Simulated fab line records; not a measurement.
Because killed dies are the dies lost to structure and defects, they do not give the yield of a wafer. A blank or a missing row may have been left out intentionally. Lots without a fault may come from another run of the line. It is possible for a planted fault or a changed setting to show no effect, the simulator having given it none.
Chamber matching -- flow nand-harc -- rie-diel-12 running NHARC_A_SLIT_ETCH_29: 4 sister chambers
The step etches the open film in CF4/O2, target depth 100 nm, overetch 10 nm, time 55 s. 8 wafers are shown with their chamber, then 8 later ones without.

## WAFERS WITH THEIR CHAMBER
wafer,chamber,showerhead-plenum-p-Torr (Torr),rf-vpp-V (V)
L085.1,1,1.42,199.0
L085.2,2,1.44,200.2
L090.1,0,1.43,199.6
L090.4,2,1.43,199.7
L089.1,0,1.43,199.0
L089.2,3,1.27,197.9
L089.5,1,1.42,201.1
L094.1,3,1.27,197.4

## WAFERS WHOSE CHAMBER IS MISSING
wafer,showerhead-plenum-p-Torr (Torr),rf-vpp-V (V)
L094.2,1.43,200.2
L094.6,1.42,199.9
L095.3,1.27,195.1
L095.5,1.43,198.9
L095.6,1.27,195.7
L097.1,1.27,197.1
L097.2,1.43,199.6
L097.4,1.42,200.5

## WHICH CHAMBER EACH ONE RAN IN
wafer,from the rows above,in truth
L094.2,can't be placed: 0 or 2 or 1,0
L094.6,1,1
L095.3,3,3
L095.5,can't be placed: 0 or 2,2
L095.6,3,3
L097.1,3,3
L097.2,can't be placed: 0 or 2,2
L097.4,1,1
Placed correctly: 5 of 8. Unplaceable from these rows: 3, with the true chamber sitting among the candidates in 3. 0 placed wrongly.
How it was worked out, from the rows above alone: a wafer's distance from a chamber is the root of the sum, over the readings, of the square of ((its reading less the chamber's mean) divided by the reading's scatter). If the next closest chamber is less than 2 further off than the closest, the wafer can't be placed; otherwise it belongs to the closest. Each chamber's mean is taken over the wafers shown for it. How the scatter is found: for the shown wafers, subtract from each reading the mean of its chamber, square and add these, divide the total by (wafers less chambers), then take the root.
